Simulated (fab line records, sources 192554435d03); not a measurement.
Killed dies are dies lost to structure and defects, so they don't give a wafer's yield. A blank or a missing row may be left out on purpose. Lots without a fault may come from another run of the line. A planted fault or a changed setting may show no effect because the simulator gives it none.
Which tool did it? | flow n5_finfet | 24 lots, 72 wafers sampled, at 5 steps of a route of 1938

WHAT THE GAUGES READ, wafer by wafer
N5_BEOL_M12_THK_MEAS_50: measures by xrf.
lot  | measured     | on            | M12_THK (nm)
L076 | day 11 01:55 | film_metro-02 | 317 331 321
L075 | day 11 07:48 | film_metro-02 | 317 325 329
L074 | day 11 08:20 | film_metro-01 | 312 314 321
L077 | day 11 12:30 | film_metro-02 | 321 328 328
L078 | day 12 05:59 | film_metro-01 | 310 309 319
L080 | day 12 06:15 | film_metro-01 | 309 318 309
L079 | day 12 08:30 | film_metro-01 | 318 310 313
L081 | day 12 19:47 | film_metro-02 | 311 315 316
L083 | day 13 11:52 | film_metro-01 | 310 315 307
L084 | day 13 12:08 | film_metro-01 | 311 319 309
L082 | day 13 12:35 | film_metro-01 | 316 310 312
L085 | day 14 00:37 | film_metro-02 | 307 308 310
L086 | day 14 20:28 | film_metro-01 | 302 329 314
L087 | day 14 20:44 | film_metro-02 | 317 319 313
L089 | day 15 14:08 | film_metro-01 | 332 332 320
L088 | day 15 14:34 | film_metro-01 | 317 317 315
L093 | day 15 22:54 | film_metro-02 | 321 331 333
L090 | day 15 23:49 | film_metro-01 | 318 313 319
L091 | day 16 04:47 | film_metro-01 | 308 310 312
L092 | day 16 07:15 | film_metro-01 | 308 329 312
L094 | day 16 13:20 | film_metro-02 | 326 323 325
L095 | day 16 14:26 | film_metro-02 | 317 314 321
L097 | day 17 09:34 | film_metro-02 | 317 324 318
L096 | day 17 11:03 | film_metro-02 | 319 318 321

N5_BEOL_M13_OVL_MEAS_29.
lot  | measured     | on         | M13_OVL (nm)
L076 | day 11 03:40 | overlay-01 | 9 7 11
L075 | day 11 09:28 | overlay-01 | 0 5 -1
L074 | day 11 10:13 | overlay-01 | -2 -3 -3
L077 | day 11 14:22 | overlay-02 | 5 9 5
L078 | day 12 07:38 | overlay-02 | -1 7 8
L080 | day 12 08:01 | overlay-01 | -14 -7 -8
L079 | day 12 10:14 | overlay-02 | -3 -10 3
L081 | day 12 21:46 | overlay-01 | -2 6 9
L083 | day 13 13:43 | overlay-02 | -2 -1 0
L084 | day 13 13:57 | overlay-01 | -2 4 1
L082 | day 13 14:28 | overlay-02 | -8 -3 -1
L085 | day 14 02:23 | overlay-02 | -4 -2 -4
L086 | day 14 22:13 | overlay-01 | -5 -1 0
L087 | day 14 22:36 | overlay-02 | 5 -2 0
L089 | day 15 15:52 | overlay-01 | 5 2 5
L088 | day 15 16:26 | overlay-02 | -4 -7 -3
L093 | day 16 00:46 | overlay-02 | -5 1 5
L090 | day 16 01:46 | overlay-01 | 3 -1 -1
L091 | day 16 06:41 | overlay-02 | -1 -6 -6
L092 | day 16 08:52 | overlay-02 | 9 -6 -7
L094 | day 16 15:05 | overlay-02 | -11 -5 -7
L095 | day 16 16:16 | overlay-01 | -5 8 -1
L097 | day 17 11:40 | overlay-01 | 3 -1 3
L096 | day 17 12:54 | overlay-01 | -1 4 6

WHICH TOOL RAN EACH LOT (tool, then ch and the chambers of the sampled wafers, then the start)
lot  | N5_BEOL_M12_STRIP_64                 | N5_BEOL_M12_DEGAS_41         | N5_BEOL_M12_SPUTTER_43
L076 | plasma_asher-02 ch 0,1, day 10 22:52 | pvd_sputter-03, day 11 00:43 | pvd_sputter-03, day 11 00:47
L075 | plasma_asher-01 ch 0,1, day 11 01:28 | pvd_sputter-02, day 11 06:34 | pvd_sputter-02, day 11 06:39
L074 | plasma_asher-02 ch 0,1, day 11 02:32 | pvd_sputter-03, day 11 07:09 | pvd_sputter-03, day 11 07:14
L077 | plasma_asher-01 ch 0,1, day 11 09:16 | pvd_sputter-03, day 11 11:24 | pvd_sputter-03, day 11 11:29
L078 | plasma_asher-01 ch 0,1, day 11 19:48 | pvd_sputter-03, day 12 00:33 | pvd_sputter-03, day 12 00:38
L080 | plasma_asher-02 ch 0,1, day 11 21:19 | pvd_sputter-03, day 12 00:52 | pvd_sputter-03, day 12 00:57
L079 | plasma_asher-02 ch 0,1, day 12 01:43 | pvd_sputter-02, day 12 03:18 | pvd_sputter-02, day 12 03:23
L081 | plasma_asher-02 ch 0,1, day 12 12:28 | pvd_sputter-03, day 12 15:31 | pvd_sputter-03, day 12 15:36
L083 | plasma_asher-01 ch 0,1, day 13 05:43 | pvd_sputter-03, day 13 10:28 | pvd_sputter-03, day 13 10:33
L084 | plasma_asher-02 ch 0,1, day 13 07:02 | pvd_sputter-01, day 13 10:41 | pvd_sputter-01, day 13 10:46
L082 | plasma_asher-02 ch 0,1, day 13 07:12 | pvd_sputter-03, day 13 10:50 | pvd_sputter-03, day 13 10:55
L085 | plasma_asher-01 ch 1, day 13 14:48   | pvd_sputter-01, day 13 20:11 | pvd_sputter-01, day 13 20:16
L086 | plasma_asher-02 ch 0,1, day 14 10:16 | pvd_sputter-02, day 14 19:22 | pvd_sputter-02, day 14 19:27
L087 | plasma_asher-02 ch 0,1, day 14 16:23 | pvd_sputter-01, day 14 19:35 | pvd_sputter-01, day 14 19:40
L089 | plasma_asher-02 ch 0,1, day 15 11:03 | pvd_sputter-02, day 15 13:02 | pvd_sputter-02, day 15 13:07
L088 | plasma_asher-01 ch 0,1, day 15 11:41 | pvd_sputter-02, day 15 13:23 | pvd_sputter-02, day 15 13:28
L093 | plasma_asher-02 ch 0,1, day 15 19:32 | pvd_sputter-02, day 15 21:46 | pvd_sputter-02, day 15 21:51
L090 | plasma_asher-02 ch 1, day 15 20:07   | pvd_sputter-02, day 15 22:33 | pvd_sputter-02, day 15 22:38
L091 | plasma_asher-01 ch 0,1, day 15 20:55 | pvd_sputter-03, day 16 03:22 | pvd_sputter-03, day 16 03:26
L092 | plasma_asher-02 ch 0,1, day 15 21:53 | pvd_sputter-01, day 16 06:05 | pvd_sputter-01, day 16 06:10
L094 | plasma_asher-02 ch 0,1, day 16 08:02 | pvd_sputter-03, day 16 12:13 | pvd_sputter-03, day 16 12:18
L095 | plasma_asher-01 ch 0,1, day 16 10:43 | pvd_sputter-02, day 16 13:21 | pvd_sputter-02, day 16 13:26
L097 | plasma_asher-02 ch 0,1, day 17 02:25 | pvd_sputter-03, day 17 08:28 | pvd_sputter-03, day 17 08:33
L096 | plasma_asher-02 ch 0,1, day 17 03:31 | pvd_sputter-03, day 17 09:45 | pvd_sputter-03, day 17 09:50
- N5_BEOL_M12_STRIP_64: strips in N2/H2.
- N5_BEOL_M12_DEGAS_41: time 60 s.
- N5_BEOL_M12_SPUTTER_43: material TaN, target thk 15 nm, time 24.19 s.

WHAT THE TOOLS THEMSELVES READ (means of the sampled wafers that have a number; where no wafer has one, the mark that the record gives instead)
N5_BEOL_M12_STRIP_64.
lot  | tool            | drypump_motor_current_A (A) | heater_power_w (W) | oes_product_au (a.u.) | strip_time_to_endpoint_s (s)
L076 | plasma_asher-02 | 5.86                        | 369                | 0.716                 | 31.35
L075 | plasma_asher-01 | 5.97                        | 323                | 0.715                 | 31.34
L074 | plasma_asher-02 | 5.73                        | 336                | 0.715                 | 31.37
L077 | plasma_asher-01 | 5.97                        | 364                | 0.713                 | 31.34
L078 | plasma_asher-01 | 5.98                        | 363                | 0.719                 | 31.27
L080 | plasma_asher-02 | 5.85                        | 364                | 0.717                 | 31.40
L079 | plasma_asher-02 | 5.74                        | 338                | 0.715                 | 31.27
L081 | plasma_asher-02 | 5.83                        | 362                | 0.710                 | 31.31
L083 | plasma_asher-01 | 6.02                        | 358                | 0.717                 | 31.34
L084 | plasma_asher-02 | 5.74                        | 338                | 0.711                 | 31.21
L082 | plasma_asher-02 | 5.84                        | 368                | 0.715                 | 31.29
L085 | plasma_asher-01 | 5.96                        | 282                | 0.716                 | 31.26
L086 | plasma_asher-02 | 5.74                        | 334                | 0.713                 | 31.31
L087 | plasma_asher-02 | 5.75                        | 335                | 0.716                 | 31.27
L089 | plasma_asher-02 | 5.73                        | 337                | 0.713                 | 31.37
L088 | plasma_asher-01 | 5.96                        | 318                | 0.711                 | 31.24
L093 | plasma_asher-02 | 5.84                        | 367                | 0.717                 | 31.28
L090 | plasma_asher-02 | 5.96                        | 391                | 0.714                 | 31.36
L091 | plasma_asher-01 | 5.99                        | 324                | 0.715                 | 31.22
L092 | plasma_asher-02 | 5.84                        | 365                | 0.714                 | 31.28
L094 | plasma_asher-02 | 5.84                        | 365                | 0.717                 | 31.41
L095 | plasma_asher-01 | 6.01                        | 366                | 0.714                 | 31.19
L097 | plasma_asher-02 | 5.84                        | 372                | 0.717                 | 31.30
L096 | plasma_asher-02 | 5.77                        | 339                | 0.715                 | 31.44

N5_BEOL_M12_DEGAS_41.
lot  | tool           | heater_power_w (W)
L076 | pvd_sputter-03 | 368
L075 | pvd_sputter-02 | 398
L074 | pvd_sputter-03 | 351
L077 | pvd_sputter-03 | 379
L078 | pvd_sputter-03 | 346
L080 | pvd_sputter-03 | 356
L079 | pvd_sputter-02 | 365
L081 | pvd_sputter-03 | 370
L083 | pvd_sputter-03 | 335
L084 | pvd_sputter-01 | 344
L082 | pvd_sputter-03 | 369
L085 | pvd_sputter-01 | 387
L086 | pvd_sputter-02 | 374
L087 | pvd_sputter-01 | 399
L089 | pvd_sputter-02 | 383
L088 | pvd_sputter-02 | 384
L093 | pvd_sputter-02 | 344
L090 | pvd_sputter-02 | 383
L091 | pvd_sputter-03 | 329
L092 | pvd_sputter-01 | 394
L094 | pvd_sputter-03 | 348
L095 | pvd_sputter-02 | 399
L097 | pvd_sputter-03 | 352
L096 | pvd_sputter-03 | 353

N5_BEOL_M12_SPUTTER_43.
lot  | tool           | throttle_valve_pct (%)
L076 | pvd_sputter-03 | 31.0
L075 | pvd_sputter-02 | 29.9
L074 | pvd_sputter-03 | 30.6
L077 | pvd_sputter-03 | 30.4
L078 | pvd_sputter-03 | 30.6
L080 | pvd_sputter-03 | 30.0
L079 | pvd_sputter-02 | 29.8
L081 | pvd_sputter-03 | 30.9
L083 | pvd_sputter-03 | 30.2
L084 | pvd_sputter-01 | 28.8
L082 | pvd_sputter-03 | 30.3
L085 | pvd_sputter-01 | 29.8
L086 | pvd_sputter-02 | 30.0
L087 | pvd_sputter-01 | 29.8
L089 | pvd_sputter-02 | 30.0
L088 | pvd_sputter-02 | 30.0
L093 | pvd_sputter-02 | 30.0
L090 | pvd_sputter-02 | 30.0
L091 | pvd_sputter-03 | 29.8
L092 | pvd_sputter-01 | 29.8
L094 | pvd_sputter-03 | 30.7
L095 | pvd_sputter-02 | 30.1
L097 | pvd_sputter-03 | 30.1
L096 | pvd_sputter-03 | 29.9

THE ANSWER, worked out from the rows above alone
Rule: what is usual is taken from the lots themselves. Put in order of their means at a reading, lots are off if they are a third of the lots or fewer, leave a main group of 4 or more, and stand apart from it by a gap of 3 or more times the standard deviation of the main group's means; of several such gaps the widest counts. A main group whose means are all the same, to the digits that the tables above print for the reading, isn't used. A lot without any number at a reading at which 4 lots or more have one is off too. The other lots that the step has rows for count as sound. The gauges are gone through in route order, then the tools' own readings, and for those a lot's mean is taken as printed above. The first step at which some lot is off is used, and at that step the reading that is off furthest; a lot without a number counts as furthest.
No lot is off at any reading shown: from this, nothing can be told.

WHAT THE SIMULATOR HAD PUT IN
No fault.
